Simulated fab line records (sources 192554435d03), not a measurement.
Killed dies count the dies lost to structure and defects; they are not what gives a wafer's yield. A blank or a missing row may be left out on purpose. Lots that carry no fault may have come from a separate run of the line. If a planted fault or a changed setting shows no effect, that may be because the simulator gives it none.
The tool behind it: which one?	flow n5-finfet	24 lots, 72 wafers sampled, at 6 steps of a route of 1938

== WHAT THE GAUGES READ, wafer by wafer ==
N5_BEOL_M2_INSPECT_59: inspects for defects (darkfield).
lot	measured	on	raw-defect-count
L074	day 7 04:21	defect-inspect-01	97 70 79
L075	day 7 05:56	defect-inspect-02	56 88 80
L076	day 8 05:30	defect-inspect-02	35 55 66
L078	day 8 07:23	defect-inspect-02	89 119 92
L081	day 8 13:51	defect-inspect-02	76 78 82
L077	day 8 14:14	defect-inspect-02	85 113 103
L079	day 8 14:53	defect-inspect-01	112 66 86
L080	day 8 16:08	defect-inspect-01	44 52 56
L082	day 8 17:38	defect-inspect-01	71 74 100
L083	day 9 05:03	defect-inspect-02	45 71 71
L084	day 9 11:32	defect-inspect-02	49 62 43
L085	day 10 04:49	defect-inspect-01	82 83 76
L086	day 10 09:26	defect-inspect-02	29 71 49
L087	day 10 09:38	defect-inspect-02	78 86 55
L088	day 11 00:08	defect-inspect-02	44 59 77
L089	day 11 10:10	defect-inspect-01	145 95 64
L091	day 11 09:55	defect-inspect-01	91 54 64
L090	day 11 15:02	defect-inspect-01	93 106 66
L093	day 11 22:08	defect-inspect-01	95 45 33
L092	day 12 03:28	defect-inspect-02	68 79 94
L094	day 12 05:22	defect-inspect-02	111 89 81
L095	day 12 08:03	defect-inspect-02	83 48 77
L096	day 12 21:07	defect-inspect-01	78 102 66
L097	day 12 21:35	defect-inspect-02	97 93 100

== WHICH TOOL RAN EACH LOT (tool, then ch and the chambers of the sampled wafers, then the start) ==
lot	N5_BEOL_M2_ETCH_41	N5_BEOL_M2_ANNEAL_49	N5_BEOL_M2_SPUTTER_79	N5_BEOL_M2_ANNEAL_95	N5_BEOL_M2_SPUTTER_96
L074	rie-diel-04 ch 0,3, day 7 01:35 or earlier	pvd-sputter-02, day 7 01:35	pvd-sputter-02, day 7 01:43	pvd-sputter-02, day 7 03:07	pvd-sputter-02, day 7 03:16
L075	rie-diel-02 ch 0,2,3, day 7 02:59 or earlier	pvd-sputter-03, day 7 02:59	pvd-sputter-03, day 7 03:08	pvd-sputter-03, day 7 04:32	pvd-sputter-03, day 7 04:40
L076	rie-diel-04 ch 0,2,3, day 8 02:31 or earlier	pvd-sputter-03, day 8 02:31	pvd-sputter-03, day 8 02:40	pvd-sputter-03, day 8 04:04	pvd-sputter-03, day 8 04:12
L078	rie-diel-04 ch 0,2,3, day 8 04:33 or earlier	pvd-sputter-01, day 8 04:33	pvd-sputter-01, day 8 04:41	pvd-sputter-01, day 8 06:05	pvd-sputter-01, day 8 06:14
L081	rie-diel-04 ch 0,3, day 8 11:06 or earlier	pvd-sputter-03, day 8 11:06	pvd-sputter-03, day 8 11:14	pvd-sputter-03, day 8 12:38	pvd-sputter-03, day 8 12:47
L077	rie-diel-02 ch 0,3, day 8 11:29 or earlier	pvd-sputter-02, day 8 11:29	pvd-sputter-02, day 8 11:37	pvd-sputter-02, day 8 13:01	pvd-sputter-02, day 8 13:10
L079	rie-diel-04 ch 0,2,3, day 8 12:06 or earlier	pvd-sputter-01, day 8 12:06	pvd-sputter-01, day 8 12:14	pvd-sputter-01, day 8 13:38	pvd-sputter-01, day 8 13:47
L080	rie-diel-04 ch 0,3, day 8 13:19 or earlier	pvd-sputter-02, day 8 13:19	pvd-sputter-02, day 8 13:28	pvd-sputter-02, day 8 14:52	pvd-sputter-02, day 8 15:00
L082	rie-diel-04 ch 0,3, day 8 14:52 or earlier	pvd-sputter-01, day 8 14:52	pvd-sputter-01, day 8 15:00	pvd-sputter-01, day 8 16:24	pvd-sputter-01, day 8 16:32
L083	rie-diel-06 ch 0,1, day 9 02:17 or earlier	pvd-sputter-02, day 9 02:17	pvd-sputter-02, day 9 02:26	pvd-sputter-02, day 9 03:50	pvd-sputter-02, day 9 03:58
L084	rie-diel-02 ch 2,3, day 9 08:47 or earlier	pvd-sputter-03, day 9 08:47	pvd-sputter-03, day 9 08:55	pvd-sputter-03, day 9 10:19	pvd-sputter-03, day 9 10:28
L085	rie-diel-04 ch 0,1,2, day 10 02:04 or earlier	pvd-sputter-02, day 10 02:04	pvd-sputter-02, day 10 02:12	pvd-sputter-02, day 10 03:36	pvd-sputter-02, day 10 03:44
L086	rie-diel-04 ch 2,3, day 10 06:41 or earlier	pvd-sputter-02, day 10 06:41	pvd-sputter-02, day 10 06:49	pvd-sputter-02, day 10 08:13	pvd-sputter-02, day 10 08:22
L087	rie-diel-06 ch 0,1,3, day 10 06:52 or earlier	pvd-sputter-01, day 10 06:52	pvd-sputter-01, day 10 07:00	pvd-sputter-01, day 10 08:24	pvd-sputter-01, day 10 08:32
L088	rie-diel-04 ch 0,1,3, day 10 21:20 or earlier	pvd-sputter-02, day 10 21:20	pvd-sputter-02, day 10 21:28	pvd-sputter-02, day 10 22:52	pvd-sputter-02, day 10 23:01
L089	rie-diel-02 ch 1,2, day 11 07:22 or earlier	pvd-sputter-02, day 11 07:22	pvd-sputter-02, day 11 07:31	pvd-sputter-02, day 11 08:55	pvd-sputter-02, day 11 09:03
L091	rie-diel-04 ch 0,2,3, day 11 07:10 or earlier	pvd-sputter-03, day 11 07:10	pvd-sputter-03, day 11 07:19	pvd-sputter-03, day 11 08:43	pvd-sputter-03, day 11 08:51
L090	rie-diel-02 ch 0,1,2, day 11 12:14 or earlier	pvd-sputter-01, day 11 12:14	pvd-sputter-01, day 11 12:23	pvd-sputter-01, day 11 13:47	pvd-sputter-01, day 11 13:55
L093	rie-diel-06 ch 1,2, day 11 19:13 or earlier	pvd-sputter-03, day 11 19:13	pvd-sputter-03, day 11 19:22	pvd-sputter-03, day 11 20:46	pvd-sputter-03, day 11 20:54
L092	rie-diel-04 ch 0,3, day 12 00:38 or earlier	pvd-sputter-02, day 12 00:38	pvd-sputter-02, day 12 00:46	pvd-sputter-02, day 12 02:10	pvd-sputter-02, day 12 02:19
L094	rie-diel-04 ch 0,2,3, day 12 02:22 or earlier	pvd-sputter-01, day 12 02:22	pvd-sputter-01, day 12 02:30	pvd-sputter-01, day 12 03:54	pvd-sputter-01, day 12 04:02
L095	rie-diel-06 ch 0,2,3, day 12 05:18 or earlier	pvd-sputter-03, day 12 05:18	pvd-sputter-03, day 12 05:26	pvd-sputter-03, day 12 06:50	pvd-sputter-03, day 12 06:59
L096	rie-diel-02 ch 0,1,3, day 12 18:21 or earlier	pvd-sputter-02, day 12 18:21	pvd-sputter-02, day 12 18:29	pvd-sputter-02, day 12 19:53	pvd-sputter-02, day 12 20:02
L097	rie-diel-04 ch 2,3, day 12 18:49 or earlier	pvd-sputter-03, day 12 18:49	pvd-sputter-03, day 12 18:57	pvd-sputter-03, day 12 20:21	pvd-sputter-03, day 12 20:29
- N5_BEOL_M2_ETCH_41: etches SiCN in CH3F/O2, target depth 29.9 nm, time 52.5 s.
- N5_BEOL_M2_ANNEAL_49: time 240 s.
- N5_BEOL_M2_SPUTTER_79: material Cu, target thk 4.5 nm, time 8.29 s.
- N5_BEOL_M2_ANNEAL_95: time 240 s.
- N5_BEOL_M2_SPUTTER_96: material Cu, target thk 4.5 nm, time 8.29 s.

== WHAT THE TOOLS THEMSELVES READ (means of the sampled wafers that have a number; where no wafer has one, the mark that the record gives instead) ==
N5_BEOL_M2_ETCH_41.
lot	tool	drypump-motor-current-A (A)	oes-product-au (a.u.)	rf-vpp-V (V)	showerhead-plenum-p-Torr (Torr)	throttle-valve-pct (%)
L074	rie-diel-04	5.9	0.84	298.7	2.03	16.20
L075	rie-diel-02	6.2	0.71	295.9	1.95	16.46
L076	rie-diel-04	5.9	0.80	298.3	2.03	16.20
L078	rie-diel-04	5.9	0.79	298.2	2.02	16.20
L081	rie-diel-04	5.8	0.74	296.8	1.96	16.20
L077	rie-diel-02	6.1	0.70	295.6	1.92	16.34
L079	rie-diel-04	5.9	0.79	297.4	2.02	16.21
L080	rie-diel-04	5.9	0.80	298.7	2.02	16.23
L082	rie-diel-04	5.9	0.75	295.6	1.96	16.20
L083	rie-diel-06	6.2	0.76	297.3	1.99	16.15
L084	rie-diel-02	6.5	0.68	296.3	1.98	16.73
L085	rie-diel-04	5.9	0.86	299.1	2.07	16.21
L086	rie-diel-04	5.8	0.93	300.0	2.12	15.87
L087	rie-diel-06	6.2	0.76	297.0	2.01	16.19
L088	rie-diel-04	5.9	0.91	300.0	2.09	16.04
L089	rie-diel-02	6.0	0.92	296.9	2.00	16.19
L091	rie-diel-04	5.9	0.85	299.5	2.10	16.08
L090	rie-diel-02	6.0	0.83	296.3	1.97	16.21
L093	rie-diel-06	5.4	0.74	296.2	1.94	16.26
L092	rie-diel-04	5.8	0.90	299.2	2.11	15.92
L094	rie-diel-04	5.9	0.85	298.7	2.10	16.09
L095	rie-diel-06	5.9	0.72	297.2	2.01	16.29
L096	rie-diel-02	6.3	0.80	297.4	1.95	16.32
L097	rie-diel-04	5.9	0.84	299.1	2.10	16.09

N5_BEOL_M2_ANNEAL_49.
lot	tool	heater-power-w (W)
L074	pvd-sputter-02	921
L075	pvd-sputter-03	772
L076	pvd-sputter-03	740
L078	pvd-sputter-01	803
L081	pvd-sputter-03	814
L077	pvd-sputter-02	852
L079	pvd-sputter-01	828
L080	pvd-sputter-02	833
L082	pvd-sputter-01	836
L083	pvd-sputter-02	1004
L084	pvd-sputter-03	711
L085	pvd-sputter-02	841
L086	pvd-sputter-02	839
L087	pvd-sputter-01	852
L088	pvd-sputter-02	1008
L089	pvd-sputter-02	924
L091	pvd-sputter-03	767
L090	pvd-sputter-01	894
L093	pvd-sputter-03	764
L092	pvd-sputter-02	915
L094	pvd-sputter-01	878
L095	pvd-sputter-03	825
L096	pvd-sputter-02	778
L097	pvd-sputter-03	847

N5_BEOL_M2_SPUTTER_79.
lot	tool	throttle-valve-pct (%)
L074	pvd-sputter-02	28.8
L075	pvd-sputter-03	30.8
L076	pvd-sputter-03	30.8
L078	pvd-sputter-01	30.0
L081	pvd-sputter-03	30.2
L077	pvd-sputter-02	30.0
L079	pvd-sputter-01	30.3
L080	pvd-sputter-02	29.9
L082	pvd-sputter-01	29.8
L083	pvd-sputter-02	29.2
L084	pvd-sputter-03	30.2
L085	pvd-sputter-02	29.0
L086	pvd-sputter-02	30.1
L087	pvd-sputter-01	30.0
L088	pvd-sputter-02	29.4
L089	pvd-sputter-02	28.4
L091	pvd-sputter-03	30.8
L090	pvd-sputter-01	29.8
L093	pvd-sputter-03	30.7
L092	pvd-sputter-02	29.8
L094	pvd-sputter-01	29.7
L095	pvd-sputter-03	30.3
L096	pvd-sputter-02	29.5
L097	pvd-sputter-03	31.1

N5_BEOL_M2_ANNEAL_95.
lot	tool	heater-power-w (W)
L074	pvd-sputter-02	930
L075	pvd-sputter-03	770
L076	pvd-sputter-03	742
L078	pvd-sputter-01	815
L081	pvd-sputter-03	821
L077	pvd-sputter-02	841
L079	pvd-sputter-01	825
L080	pvd-sputter-02	845
L082	pvd-sputter-01	821
L083	pvd-sputter-02	993
L084	pvd-sputter-03	718
L085	pvd-sputter-02	852
L086	pvd-sputter-02	840
L087	pvd-sputter-01	840
L088	pvd-sputter-02	1001
L089	pvd-sputter-02	938
L091	pvd-sputter-03	763
L090	pvd-sputter-01	887
L093	pvd-sputter-03	782
L092	pvd-sputter-02	919
L094	pvd-sputter-01	875
L095	pvd-sputter-03	817
L096	pvd-sputter-02	785
L097	pvd-sputter-03	825

N5_BEOL_M2_SPUTTER_96.
lot	tool	throttle-valve-pct (%)
L074	pvd-sputter-02	28.9
L075	pvd-sputter-03	30.8
L076	pvd-sputter-03	30.7
L078	pvd-sputter-01	29.9
L081	pvd-sputter-03	30.3
L077	pvd-sputter-02	29.9
L079	pvd-sputter-01	30.3
L080	pvd-sputter-02	30.0
L082	pvd-sputter-01	29.9
L083	pvd-sputter-02	29.1
L084	pvd-sputter-03	30.1
L085	pvd-sputter-02	29.0
L086	pvd-sputter-02	30.2
L087	pvd-sputter-01	30.2
L088	pvd-sputter-02	29.2
L089	pvd-sputter-02	28.4
L091	pvd-sputter-03	30.7
L090	pvd-sputter-01	29.8
L093	pvd-sputter-03	30.6
L092	pvd-sputter-02	29.8
L094	pvd-sputter-01	29.7
L095	pvd-sputter-03	30.2
L096	pvd-sputter-02	29.6
L097	pvd-sputter-03	31.0

== THE ANSWER, worked out from the rows above alone ==
Rule: the usual values come from the lots themselves. Put in order of their means at a reading, lots are off if they are a third of the lots or fewer, leave a main group of 4 or more, and stand apart from it by a gap of 3 or more times the standard deviation of the main group's means; of several such gaps the widest counts. Not used: any main group whose means are identical at the precision the tables above print for the reading. A lot without any number at a reading at which 4 lots or more have one is off too. Where the step has rows for the other lots, those lots are counted as sound. Order of review: gauges by route order, followed by the tools' own readings, for which a lot's mean as printed above is used. At the first step where some lot is off, the reading lying furthest off is the one used; lots without a number count as furthest.
No lot is off on any of the readings shown, so nothing can be concluded from this.

== WHAT THE SIMULATOR PUT IN ==
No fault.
